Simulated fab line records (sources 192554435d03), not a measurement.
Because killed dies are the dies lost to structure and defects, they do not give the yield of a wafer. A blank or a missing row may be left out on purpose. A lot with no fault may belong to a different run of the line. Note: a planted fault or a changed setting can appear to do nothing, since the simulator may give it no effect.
A struck lot beside a sound one + flow n5_finfet + 16 steps out of a route of 1938
Sound: these wafers, L514.1, L514.3, L514.5. The struck wafers were L520.4, L520.5, L520.6. The cause comes at the end.
At each step with rows: each side's tool, then ch and its chambers, then its first start. Under that, the readings that differ: sound wafers + struck wafers + difference of the means + sigmas: that difference in standard deviations of wafers without a fault.
alike: a reading whose means differ by less than 2 such deviations, as well as words and numbers matching on both sides. not compared: withheld readings; readings where some wafer has no value; bounds like >300 that might hide an equal value; numbers whose values overlap and for which the record gives no deviation.
A row with sigmas, a row that says differs or no value, or rows on one side alone: a step with any of these is where the two part. Numbers that have no deviation but don't overlap get no sigmas and don't part them. A reading that every wafer of one side lacks parts them only if that side has two wafers or more.

first, 3 steps without rows for these wafers: N5_BEOL_M1_SRD_40 (time 30 s); N5_BEOL_M1_PRECLEAN_42 (cleans in residue remover, time 60 s); N5_BEOL_M1_SRD_43 (time 30 s).
N5_BEOL_M1_CD_MEAS_35: target cd 18 nm, target cd y 21 nm.
  sound: cd_sem-03 at day 7 16:56; struck: cd_sem-01 at day 9 05:22
  alike: cd_nm
N5_BEOL_M1_DEGAS_44: time 60 s.
  sound: pvd_sputter-01 at day 7 17:34; struck: pvd_sputter-02 at day 9 05:35
  alike: heater_power_w
N5_BEOL_M1_PRE_CLEAN_45: time 30 s.
  sound: pvd_sputter-01 at day 7 17:37; struck: pvd_sputter-02 at day 9 05:37
  alike: heater_power_w
N5_BEOL_M1_ALD_84: deposits TaN, pulse time 2 s, purge time 3 s, co reactant purge time 2 s.
  sound on ald_metal-03 ch 0,2,3, day 7 17:41; struck on ald_metal-01 ch 0,3, day 9 05:41
  alike: heater_power_w
N5_BEOL_M1_SURFACE_TREAT_85:
  sound: pvd_sputter-02 at day 7 18:07; struck: pvd_sputter-02 at day 9 05:56
  not compared: throttle_valve_pct
then, 2 steps without rows for these wafers: N5_BEOL_M1_CVD_47 (deposits Co from CCTBA/H2, target thk 3 nm, time 223.8 s); N5_BEOL_M1_SPUTTER_48 (material Cu, target thk 4.5 nm, time 8.29 s).
N5_BEOL_M1_ANNEAL_49: time 240 s.
  sound: pvd_sputter-02 at day 7 18:29; struck: pvd_sputter-02 at day 9 06:14
  alike: heater_power_w, susceptor_temp_C
then, 1 step without rows for these wafers: N5_BEOL_M1_SPUTTER_79 (material Cu, target thk 4.5 nm, time 8.29 s).
N5_BEOL_M1_ANNEAL_80: time 240 s.
  sound: pvd_sputter-02 at day 7 18:42; struck: pvd_sputter-02 at day 9 06:27
  no value came back on the struck wafers for heater_power_w (W), susceptor_temp_C (C); on the sound wafers heater_power_w (W) reads 917 881 911
then, 1 step without rows for these wafers: N5_BEOL_M1_SPUTTER_81 (material Cu, target thk 4.5 nm, time 8.29 s).
N5_BEOL_M4_RC_MEAS_101:
  sound on prober-02 ch 0, day 9 09:36; struck on prober-02 ch 0, day 10 16:26
| reading        | sound             | struck            | difference | sigmas |
|----------------|-------------------|-------------------|------------|--------|
| IOFF_P (nA/um) | 0.217 0.191 0.237 | 0.288 0.275 0.271 | +0.063     | +2     |
| VT_P (mV)      | -253 -253 -250    | -242 -246 -242    | +9         | +3     |
  alike: DIBL_N, DIBL_P, IOFF_N, ION_N, ION_P, SS_N, SS_P, VT_N
-- the record jumps here: 4 days lie between the struck wafers' starts before and after (it left off in module BEOL_M4 and takes up again in module PASSIVATION, whose first step shown is number 1936 of the route) --
N5_PASSIVATION_PROBE_49:
  sound: prober-01 at day 13 22:03; struck: prober-02 at day 14 23:13
  alike: defect_limited_yield, killed_at_M0_to_M3, killed_at_M4_up, killed_at_contacts, killed_at_front_end, killed_at_other, killed_dies, killed_on_rim, killed_open, killed_short, sort_bin_5_function, sort_bin_6_memory, sort_n_pass, sort_yield_pct

== WHERE THEY PART ==
Earliest at N5_BEOL_M1_ANNEAL_80; latest, in this record, at N5_BEOL_M4_RC_MEAS_101. Later steps at which nothing parts them and some readings are alike: N5_PASSIVATION_PROBE_49.

WHY: the cause the simulator had injected
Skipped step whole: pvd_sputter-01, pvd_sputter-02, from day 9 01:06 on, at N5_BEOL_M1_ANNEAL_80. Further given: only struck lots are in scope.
